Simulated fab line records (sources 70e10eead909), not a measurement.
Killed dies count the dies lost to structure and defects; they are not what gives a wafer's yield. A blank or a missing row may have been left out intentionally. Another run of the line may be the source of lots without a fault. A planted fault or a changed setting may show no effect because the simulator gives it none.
fab line records | flow nand-harc | part 1 of 2: steps 1 to 19 of 26
[record] lots = 5 wafers = 15 last-day = 23
route steps=1159 shown A_CONTACT@900
lots that met no fault: taken from a fault-free run of the same line
start-h: hours from the record's opening day to when the first of the lot's shown wafers began | wait-h: hours since the lot's step before | " repeats the value in the row above | L1.1+2: a row that stands for several wafers | - either no value or no given start | * or withheld: withheld | < > ~ a bound
route shown NAME@n: a module of which the file shows steps, and the number in the route of the first | usual: mean and standard deviation over wafers with no fault | same: alike in all rows | chamber/n: place in a boat | sites: readings site by site | _std_site: standard deviation of those values | _edge_site: the outer-site mean with the inner-site mean subtracted | radius-mm: how far each site lies from the wafer's centre | mask NAME#n: copy n | behind: the tool/chamber that last shaped the wafer | hold: why the lot went on hold/how many hours it stayed there/how the hold came to an end | device: which transistor (n, p or np) failed to switch | end of line: the same wafers' tests at the end of the route | where a step has no rows: the recipe by itself | killed: at the first sort, the dies lost to defects and structure; wafer yield is something else | map: shows each die of a wafer: x if killed, . if not, _ if none is there
set.NAME: the run value of the setting; set.NAME@STEP: its run value at that earlier step | model.NAME: the simulator's own value behind a step, which no gauge read
lots at selected steps of the route; one table per step, one row per wafer
services: from which hour (start-h, from the record's first day; less than 0 if before it) a tool's chamber was out of use, for how many hours, and why
[[steps]]
[step NHARC_A_CONTACT_ETCH_75]
[recipe] target-depth-a = 390 over-etch-frac = 0.3 time-s = 65 ion-energy-ev = 80 cf4-flow-sccm = 150 ar-flow-sccm = 0 rf-w = 300 bias-w = 100 chemistry = CF4
[usual] drypump-motor-current-A = 5.7/0.39 oes-product-au = 0.999/0.01 rf-vpp-V = 151.5/1.2 showerhead-plenum-p-Torr = 1.78/0.081 throttle-valve-pct = 13.284/0.009
// columns lot.wafer tool chamber start-h wait-h drypump-motor-current-A oes-product-au rf-hours-counter-h rf-vpp-V showerhead-plenum-p-Torr throttle-valve-pct
L074.4 rie-diel-10 3 370.12 0.1 5.4 0.984 1 152.0 1.78 13.304
L074.3 " 1 " " 5.8 1.012 1 150.1 1.66 13.274
L074.2 " 2 " " 6.7 0.984 1 152.5 1.86 13.281
L076.1 rie-diel-10 3 382.89 0.1 5.4 0.980 4 152.3 1.78 13.287
L076.2 " 1 " " 5.7 1.006 3 149.3 1.66 13.299
L076.6 " 3 " " 5.5 0.992 - 152.4 1.78 13.281
L080.1 rie-diel-02 0 402.02 0.1 5.8 1.013 23 150.9 1.76 13.279
L080.3 " 1 " " 5.6 0.982 24 151.6 1.77 13.278
L080.4 " 3 " " 5.5 1.001 22 150.6 1.67 13.276
L087.2 rie-diel-10 0 452.88 0.1 5.7 1.012 15 151.0 1.87 13.282
L087.3 " 3 " " 5.5 0.989 15 152.1 1.78 13.282
L087.6 " 1 " " 5.7 1.006 - 149.7 1.65 13.275
L093.1 rie-diel-10 0 477.04 0.1 5.7 1.007 21 153.1 1.87 13.274
L093.2 " 1 " " 5.8 1.007 21 150.4 1.65 13.284
L093.5 " 1 " " 5.7 1.004 - 149.9 1.65 13.280
[step NHARC_A_CONTACT_ETCH_76]
[recipe] target-depth-a = 2600 over-etch-frac = 0.3 time-s = 475.3 ion-energy-ev = 200 n2-flow-sccm = 150 h2-flow-sccm = 150 ar-flow-sccm = 0 rf-w = 400 bias-w = 150 chemistry = N2/H2
[usual] drypump-motor-current-A = 5.7/0.4 oes-product-au = 0.999/0.011 rf-vpp-V = 431/3.1 showerhead-plenum-p-Torr = 2.06/0.1 throttle-valve-pct = 14.172/0.0091
// columns lot.wafer tool chamber start-h wait-h drypump-motor-current-A oes-product-au rf-hours-counter-h rf-vpp-V showerhead-plenum-p-Torr throttle-valve-pct
L074.3 rie-diel-10 3 - - 5.4 0.990 1 430 2.06 14.187
L074.2 " 1 " " 5.7 1.015 1 426 1.90 14.176
L074.4 " 2 " " 6.8 0.984 1 434 2.15 14.153
L076.2 rie-diel-10 3 - - 5.5 0.986 4 432 2.06 14.186
L076.1 " 0 " " 5.7 1.011 3 434 2.18 14.177
L076.6 " 2 " " 6.7 0.991 - 434 2.15 14.157
L080.3 rie-diel-02 3 - - 5.5 0.999 22 427 1.91 14.166
L080.1 " 0 " " 5.8 1.010 23 430 2.03 14.157
L080.4 " 1 " " 5.6 0.986 24 432 2.04 14.159
L087.3 rie-diel-10 0 - - 5.6 1.011 15 435 2.17 14.167
L087.2 " 2 " " 6.7 0.999 15 433 2.15 14.161
L087.6 " 1 " " 5.7 0.996 - 426 1.89 14.177
L093.2 rie-diel-10 0 - - 5.7 1.011 21 434 2.17 14.166
L093.1 " 1 " " 5.8 1.013 21 426 1.89 14.176
L093.5 " 1 " " 5.7 1.008 - 426 1.89 14.169
[step NHARC_A_CONTACT_ETCH_77]
[recipe] target-depth-a = 726 time-s = 36.3 cf4-flow-sccm = 100 chf3-flow-sccm = 30 ar-flow-sccm = 0 rf-w = 500 bias-w = 200 chemistry = CF4/CHF3
[usual] chf3-flow-sccm = 30.00/0.08 drypump-motor-current-A = 5.8/0.4 oes-product-au = 0.931/0.02 rf-vpp-V = 370.9/2.7 showerhead-plenum-p-Torr = 1.58/0.077 throttle-valve-pct = 16.803/0.0097
// columns lot.wafer tool chamber start-h wait-h chf3-flow-sccm drypump-motor-current-A oes-product-au rf-hours-counter-h rf-vpp-V showerhead-plenum-p-Torr throttle-valve-pct
L074.3 rie-diel-10 3 - - 29.95 5.5 0.901 1 372.3 1.59 16.808
L074.2 " 1 " " 30.15 5.7 0.925 1 366.3 1.47 16.829
L074.4 " 2 " " 30.05 6.7 0.908 1 373.2 1.65 16.788
L076.1 rie-diel-10 2 - - 29.94 6.7 0.917 4 374.3 1.65 16.805
L076.2 " 3 " " 30.05 5.4 0.908 4 369.7 1.58 16.803
L076.6 " 3 " " 30.07 5.5 0.904 - 369.4 1.59 16.799
L080.4 rie-diel-02 3 - - 29.99 5.5 0.914 22 365.1 1.48 16.790
L080.3 " 0 " " 30.06 5.8 0.921 23 369.8 1.57 16.794
L080.1 " 1 " " 30.05 5.6 0.908 24 368.3 1.57 16.800
L087.2 rie-diel-10 1 - - 30.09 5.7 0.923 15 366.2 1.47 16.812
L087.3 " 0 " " 30.07 5.7 0.926 15 373.9 1.67 16.801
L087.6 " 1 " " 29.95 5.7 0.929 - 366.2 1.47 16.789
L093.1 rie-diel-10 3 - - 29.99 5.5 0.915 21 371.0 1.58 16.791
L093.2 " 1 " " 30.08 5.7 0.935 21 366.9 1.47 16.799
L093.5 " 3 " " 29.89 5.5 0.908 - 370.7 1.58 16.804
[step NHARC_A_CONTACT_ETCH_78]
[recipe] target-depth-a = 28000 over-etch-frac = 0.3 time-s = 728 ion-energy-ev = 150 o2-flow-sccm = 400 cos-flow-sccm = 20 ar-flow-sccm = 0 rf-w = 500 bias-w = 300 chemistry = O2/COS
[usual] drypump-motor-current-A = 5.8/0.4 o2-flow-sccm = 400.2/1.1 oes-product-au = 0.997/0.011 rf-vpp-V = 314.5/2.3 showerhead-plenum-p-Torr = 3.15/0.15 throttle-valve-pct = 28.329/0.0086
// columns lot.wafer tool chamber start-h wait-h drypump-motor-current-A o2-flow-sccm oes-product-au rf-hours-counter-h rf-vpp-V showerhead-plenum-p-Torr throttle-valve-pct
L074.4 rie-diel-10 0 - - 5.7 400.6 1.012 1 317.5 3.32 28.323
L074.2 " 1 " " 5.8 401.2 0.998 1 311.0 2.92 28.336
L074.3 " 2 " " 6.8 399.7 0.997 1 315.7 3.28 28.333
L076.2 rie-diel-10 2 - - 6.8 398.4 0.996 4 316.0 3.28 28.339
L076.1 " 0 " " 5.7 400.3 1.010 4 315.6 3.32 28.331
L076.6 " 2 " " 6.7 400.6 1.005 - 316.9 3.28 28.319
L080.1 rie-diel-02 1 - - 5.6 398.9 0.983 24 313.9 3.12 28.328
L080.4 " 3 " " 5.6 401.6 0.990 23 312.2 2.94 28.330
L080.3 " 0 " " 5.8 401.4 1.002 23 314.5 3.11 28.336
L087.2 rie-diel-10 2 - - 6.7 401.6 0.984 15 315.8 3.27 28.319
L087.3 " 3 " " 5.5 399.4 0.984 15 313.6 3.14 28.335
L087.6 " 0 " " 5.7 398.3 1.001 - 316.6 3.31 28.325
L093.2 rie-diel-10 0 - - 5.7 398.7 1.003 21 316.5 3.31 28.326
L093.1 " 1 " " 5.8 400.5 0.998 21 312.0 2.91 28.328
L093.5 " 3 " " 5.5 399.0 0.985 - 315.1 3.14 28.334
[step NHARC_A_CONTACT_ETCH_124]
[recipe] source-w = withheld pressure-mtorr = 20 bias-v = withheld time-s = 140 target-depth-a = 7000 ar-flow-sccm = withheld c4f8-flow-sccm = withheld o2-flow-sccm = withheld chemistry = C4F8/O2/Ar
// columns lot.wafer tool chamber start-h wait-h rf-hours-counter-h
L074.2 har-cap-etch-02 1 371.17 - 10
L074.3 " 1 " " -
L074.4 " 0 " " -
L076.2 har-cap-etch-02 0 383.94 - 13
L076.1 " 1 " " 13
L076.6 " 1 " " -
L080.1 har-cap-etch-01 0 403.10 - 62
L080.3 " 1 " " -
L080.4 " 0 " " -
L087.2 har-cap-etch-02 0 454.20 - 25
L087.3 " 1 " " -
L087.6 " 0 " " -
L093.2 har-cap-etch-02 1 478.27 - 30
L093.1 " 0 " " 30
L093.5 " 0 " " -
[step NHARC_A_CONTACT_ETCH_125]
[recipe] source-w = withheld pressure-mtorr = 20 bias-v = 1200 time-s = 155 target-depth-a = 9560 ar-flow-sccm = withheld c4f8-flow-sccm = withheld o2-flow-sccm = withheld chemistry = C4F8/O2/Ar
// columns lot.wafer tool chamber start-h wait-h rf-hours-counter-h
L074.2 har-cap-etch-02 1 371.37 0.2 10
L074.3 " 1 " " -
L074.4 " 0 " " -
L076.2 har-cap-etch-02 0 384.14 0.2 13
L076.1 " 1 " " 13
L076.6 " 1 " " -
L080.1 har-cap-etch-01 0 403.29 0.2 63
L080.3 " 1 " " -
L080.4 " 0 " " -
L087.2 har-cap-etch-02 0 454.39 0.2 25
L087.3 " 1 " " -
L087.6 " 0 " " -
L093.2 har-cap-etch-02 1 478.47 0.2 30
L093.1 " 0 " " 30
L093.5 " 0 " " -
[step NHARC_A_CONTACT_ETCH_126]
[recipe] source-w = withheld pressure-mtorr = 20 bias-v = 1200 time-s = 155 target-depth-a = 9560 ar-flow-sccm = withheld c4f8-flow-sccm = withheld o2-flow-sccm = withheld chemistry = C4F8/O2/Ar
// columns lot.wafer tool chamber start-h wait-h rf-hours-counter-h
L074.2 har-cap-etch-02 1 371.51 0.1 11
L074.3 " 1 " " -
L074.4 " 0 " " -
L076.2 har-cap-etch-02 0 384.28 0.1 13
L076.1 " 1 " " 13
L076.6 " 1 " " -
L080.1 har-cap-etch-01 0 403.44 0.1 63
L080.3 " 1 " " -
L080.4 " 0 " " -
L087.2 har-cap-etch-02 0 454.53 0.1 25
L087.3 " 1 " " -
L087.6 " 0 " " -
L093.2 har-cap-etch-02 1 478.62 0.1 30
L093.1 " 0 " " 30
L093.5 " 0 " " -
[step NHARC_A_CONTACT_ETCH_127]
[recipe] source-w = withheld pressure-mtorr = 20 bias-v = 1200 time-s = 155 target-depth-a = 9560 ar-flow-sccm = withheld c4f8-flow-sccm = withheld o2-flow-sccm = withheld chemistry = C4F8/O2/Ar
// columns lot.wafer tool chamber start-h wait-h rf-hours-counter-h
L074.2 har-cap-etch-02 1 371.65 0.1 11
L074.3 " 1 " " -
L074.4 " 0 " " -
L076.2 har-cap-etch-02 0 384.42 0.1 13
L076.1 " 1 " " 13
L076.6 " 1 " " -
L080.1 har-cap-etch-01 0 403.58 0.1 63
L080.3 " 1 " " -
L080.4 " 0 " " -
L087.2 har-cap-etch-02 0 454.67 0.1 25
L087.3 " 1 " " -
L087.6 " 0 " " -
L093.2 har-cap-etch-02 1 478.76 0.1 30
L093.1 " 0 " " 30
L093.5 " 0 " " -
[step NHARC_A_CONTACT_ETCH_128]
[recipe] source-w = withheld pressure-mtorr = 20 bias-v = 1200 time-s = 155 target-depth-a = 9560 ar-flow-sccm = withheld c4f8-flow-sccm = withheld o2-flow-sccm = withheld chemistry = C4F8/O2/Ar
// columns lot.wafer tool chamber start-h wait-h rf-hours-counter-h
L074.2 har-cap-etch-02 1 371.79 0.1 11
L074.3 " 1 " " -
L074.4 " 0 " " -
L076.2 har-cap-etch-02 0 384.56 0.1 13
L076.1 " 1 " " 13
L076.6 " 1 " " -
L080.1 har-cap-etch-01 0 403.72 0.1 63
L080.3 " 1 " " -
L080.4 " 0 " " -
L087.2 har-cap-etch-02 0 454.81 0.1 25
L087.3 " 1 " " -
L087.6 " 0 " " -
L093.2 har-cap-etch-02 1 478.90 0.1 30
L093.1 " 0 " " 30
L093.5 " 0 " " -
[step NHARC_A_CONTACT_ETCH_129]
[recipe] source-w = withheld pressure-mtorr = 20 bias-v = 1200 time-s = 155 target-depth-a = 9560 ar-flow-sccm = withheld c4f8-flow-sccm = withheld o2-flow-sccm = withheld chemistry = C4F8/O2/Ar
// columns lot.wafer tool chamber start-h wait-h rf-hours-counter-h
L074.2 har-cap-etch-02 1 371.94 0.1 11
L074.3 " 1 " " -
L074.4 " 0 " " -
L076.2 har-cap-etch-02 0 384.70 0.1 13
L076.1 " 1 " " 13
L076.6 " 1 " " -
L080.1 har-cap-etch-01 0 403.86 0.1 63
L080.3 " 1 " " -
L080.4 " 0 " " -
L087.2 har-cap-etch-02 0 454.96 0.1 26
L087.3 " 1 " " -
L087.6 " 0 " " -
L093.2 har-cap-etch-02 1 479.04 0.1 30
L093.1 " 0 " " 30
L093.5 " 0 " " -
[step NHARC_A_CONTACT_ETCH_130]
[recipe] source-w = withheld pressure-mtorr = 20 bias-v = 1200 time-s = 155 target-depth-a = 9560 ar-flow-sccm = withheld c4f8-flow-sccm = withheld o2-flow-sccm = withheld chemistry = C4F8/O2/Ar
// columns lot.wafer tool chamber start-h wait-h rf-hours-counter-h
L074.2 har-cap-etch-02 1 372.08 0.1 11
L074.3 " 1 " " -
L074.4 " 0 " " -
L076.2 har-cap-etch-02 0 384.85 0.1 14
L076.1 " 1 " " 14
L076.6 " 1 " " -
L080.1 har-cap-etch-01 0 404.01 0.1 63
L080.3 " 1 " " -
L080.4 " 0 " " -
L087.2 har-cap-etch-02 0 455.10 0.1 26
L087.3 " 1 " " -
L087.6 " 0 " " -
L093.2 har-cap-etch-02 1 479.18 0.1 30
L093.1 " 0 " " 30
L093.5 " 0 " " -
[step NHARC_A_CONTACT_ETCH_131]
[recipe] source-w = withheld pressure-mtorr = 20 bias-v = 1200 time-s = 155 target-depth-a = 9560 ar-flow-sccm = withheld c4f8-flow-sccm = withheld o2-flow-sccm = withheld chemistry = C4F8/O2/Ar
// columns lot.wafer tool chamber start-h wait-h rf-hours-counter-h
L074.2 har-cap-etch-02 1 372.22 0.1 11
L074.3 " 1 " " -
L074.4 " 0 " " -
L076.2 har-cap-etch-02 0 384.99 0.1 14
L076.1 " 1 " " 14
L076.6 " 1 " " -
L080.1 har-cap-etch-01 0 404.15 0.1 63
L080.3 " 1 " " -
L080.4 " 0 " " -
L087.2 har-cap-etch-02 0 455.24 0.1 26
L087.3 " 1 " " -
L087.6 " 0 " " -
L093.2 har-cap-etch-02 1 479.33 0.1 31
L093.1 " 0 " " 31
L093.5 " 0 " " -
[step NHARC_A_CONTACT_ETCH_132]
[recipe] source-w = withheld pressure-mtorr = 20 bias-v = 1200 time-s = 156 target-depth-a = 9580 ar-flow-sccm = withheld c4f8-flow-sccm = withheld o2-flow-sccm = withheld chemistry = C4F8/O2/Ar
// columns lot.wafer tool chamber start-h wait-h rf-hours-counter-h
L074.2 har-cap-etch-02 1 372.36 0.1 11
L074.3 " 1 " " -
L074.4 " 0 " " -
L076.2 har-cap-etch-02 0 385.13 0.1 14
L076.1 " 1 " " 14
L076.6 " 1 " " -
L080.1 har-cap-etch-01 0 404.29 0.1 63
L080.3 " 1 " " -
L080.4 " 0 " " -
L087.2 har-cap-etch-02 0 455.38 0.1 26
L087.3 " 1 " " -
L087.6 " 0 " " -
L093.2 har-cap-etch-02 1 479.47 0.1 31
L093.1 " 0 " " 31
L093.5 " 0 " " -
[step NHARC_A_CONTACT_ETCH_133]
[recipe] source-w = withheld pressure-mtorr = 20 bias-v = 400 time-s = 195 target-depth-a = 8400 ar-flow-sccm = withheld c4f8-flow-sccm = 11.5 o2-flow-sccm = 7.2 chemistry = C4F8/O2/Ar
// columns lot.wafer tool chamber start-h wait-h rf-hours-counter-h
L074.2 har-cap-etch-02 1 372.50 0.1 11
L074.3 " 1 " " -
L074.4 " 0 " " -
L076.2 har-cap-etch-02 0 385.27 0.1 14
L076.1 " 1 " " 14
L076.6 " 1 " " -
L080.1 har-cap-etch-01 0 404.46 0.1 64
L080.3 " 1 " " -
L080.4 " 0 " " -
L087.2 har-cap-etch-02 0 455.55 0.1 26
L087.3 " 1 " " -
L087.6 " 0 " " -
L093.2 har-cap-etch-02 1 479.61 0.1 31
L093.1 " 0 " " 31
L093.5 " 0 " " -
[step NHARC_A_CONTACT_ETCH_91]
[recipe] target-depth-a = 400 over-etch-frac = 0.5 time-s = 85.7 ion-energy-ev = 120 ch3f-flow-sccm = 50 o2-flow-sccm = 30 ar-flow-sccm = 200 rf-w = 500 bias-w = 100 chemistry = CH3F/O2
[usual] drypump-motor-current-A = 5.8/0.44 o2-flow-sccm = 30.01/0.079 oes-product-au = 0.94/0.032 rf-vpp-V = 244.6/1.9 showerhead-plenum-p-Torr = 2.48/0.13 throttle-valve-pct = 20.664/0.0095
// columns lot.wafer tool chamber start-h wait-h drypump-motor-current-A o2-flow-sccm oes-product-au rf-hours-counter-h rf-vpp-V showerhead-plenum-p-Torr throttle-valve-pct
L074.3 rie-diel-02 3 373.07 0.4 5.6 30.18 1.01 12 242.9 2.32 20.674
L074.2 " 0 " " 5.8 29.92 1.01 12 245.1 2.45 20.667
L074.4 " 1 " " 5.6 30.06 0.98 12 246.4 2.47 20.673
L076.1 rie-diel-10 2 385.89 0.5 6.7 29.99 0.92 4 245.1 2.59 20.658
L076.2 " 0 " " 5.7 30.00 0.93 4 245.1 2.62 20.661
L076.6 " 1 " " 5.7 29.99 0.94 - 242.4 2.30 20.657
L080.3 rie-diel-09 3 404.98 0.4 6.2 29.97 0.92 57 245.6 2.61 20.669
L080.1 " 1 " " 5.2 30.04 0.92 52 245.3 2.56 20.666
L080.4 " 0 " " 5.6 29.92 0.93 - 241.6 2.32 20.665
L087.3 rie-diel-10 1 456.10 0.5 5.7 30.09 0.92 16 241.1 2.29 20.665
L087.2 " 2 " " 6.7 30.08 0.92 16 244.6 2.58 20.691
L087.6 " 0 " " 5.7 29.98 0.93 - 246.8 2.61 20.647
L093.1 rie-diel-10 3 480.18 0.5 5.4 29.91 0.93 21 243.2 2.47 20.655
L093.2 " 0 " " 5.7 29.99 0.95 22 247.5 2.61 20.671
L093.5 " 1 " " 5.8 29.79 0.94 - 241.8 2.29 20.669
[step NHARC_A_CONTACT_ETCH_97]
[recipe] target-depth-a = 200 over-etch-frac = 0.5 time-s = 10 ion-energy-ev = 250 c4f6-flow-sccm = 25 o2-flow-sccm = 20 ar-flow-sccm = 500 rf-w = 600 bias-w = 500 chemistry = C4F6/O2
[usual] drypump-motor-current-A = 5.8/0.43 o2-flow-sccm = 20.00/0.061 oes-product-au = 0.964/0.023 rf-vpp-V = 548/3.9 showerhead-plenum-p-Torr = 3.96/0.19 throttle-valve-pct = 26.902/0.0089
// columns lot.wafer tool chamber start-h wait-h drypump-motor-current-A o2-flow-sccm oes-product-au rf-hours-counter-h rf-vpp-V showerhead-plenum-p-Torr throttle-valve-pct
L074.3 rie-diel-02 3 - - 5.6 20.09 1.007 12 542 3.71 26.900
L074.2 " 1 " " 5.6 20.01 0.995 12 547 3.93 26.908
L074.4 " 2 " " 5.9 19.92 0.990 12 552 4.18 26.916
L076.2 rie-diel-10 2 - - 6.7 19.93 0.959 4 550 4.11 26.896
L076.1 " 3 " " 5.5 19.94 0.948 5 547 3.95 26.898
L076.6 " 2 " " 6.7 19.95 0.967 - 551 4.11 26.905
L080.1 rie-diel-09 1 405.14 0.1 5.2 20.00 0.966 52 550 4.07 26.902
L080.3 " 3 " " 6.2 20.06 0.978 57 551 4.15 26.895
L080.4 " 0 " " 5.6 19.98 0.976 - 542 3.71 26.888
L087.3 rie-diel-10 2 - - 6.8 20.12 0.947 16 550 4.11 26.916
L087.2 " 1 " " 5.8 20.06 0.960 16 541 3.67 26.904
L087.6 " 3 " " 5.5 20.08 0.948 - 548 3.94 26.892
L093.1 rie-diel-10 3 480.35 0.1 5.5 20.00 0.948 21 548 3.94 26.905
L093.2 " 0 " " 5.8 20.04 0.949 22 551 4.15 26.892
L093.5 " 3 " " 5.5 19.95 0.944 - 547 3.94 26.913
[step NHARC_A_CONTACT_CD_MEAS_80]
[usual] cd-nm = 189.6/0.67
// columns lot.wafer tool chamber start-h wait-h cd-nm
L074.2 cd-sem-01 - 373.29 - 189.4
L074.3 " - " " 189.5
L074.4 " - " " 189.4
L076.1 cd-sem-03 - 386.12 - 189.3
L076.2 " - " " 189.5
L076.6 " - " " 189.7
L080.1 cd-sem-01 - 405.23 - 189.7
L080.3 " - " " 189.6
L080.4 " - " " 189.5
L087.2 cd-sem-03 - 456.31 - 189.7
L087.3 " - " " 190.0
L087.6 " - " " 189.9
L093.1 cd-sem-01 - 480.44 - 190.6
L093.2 " - " " 190.7
L093.5 " - " " 190.6
[step NHARC_A_CONTACT_STRIP_103]
[recipe] n2-flow-sccm = 150 h2-flow-sccm = 150 ar-flow-sccm = 0 bias-w = 0 chemistry = N2/H2
// columns lot.wafer tool chamber start-h wait-h
L074.4+2+3 rie-diel-10 3,1,2 373.36 0.1
L076.1+2+6 rie-diel-09 0,3,2 386.21 0.1
L080.1+3+4 rie-diel-10 0,1,3 405.30 0.1
L087.2+3+6 rie-diel-10 2,3,1 456.41 0.1
L093.1+2+5 rie-diel-02 0,2,0 480.53 0.1
[step NHARC_A_CONTACT_STRIP_104]
[recipe] cf4-flow-sccm = 100 chf3-flow-sccm = 30 ar-flow-sccm = 0 bias-w = 0 chemistry = CF4/CHF3
// columns lot.wafer tool chamber start-h wait-h
L074.4+2+3 rie-diel-10 3,0,1 373.46 0.1
L076.1+2+6 rie-diel-09 2,3,2 386.32 0.1
L080.3+1+4 rie-diel-10 2,3,1 405.40 0.1
L087.3+2+6 rie-diel-10 0,2,0 456.51 0.1
L093.1+2+5 rie-diel-02 2,3,1 480.61 0.1
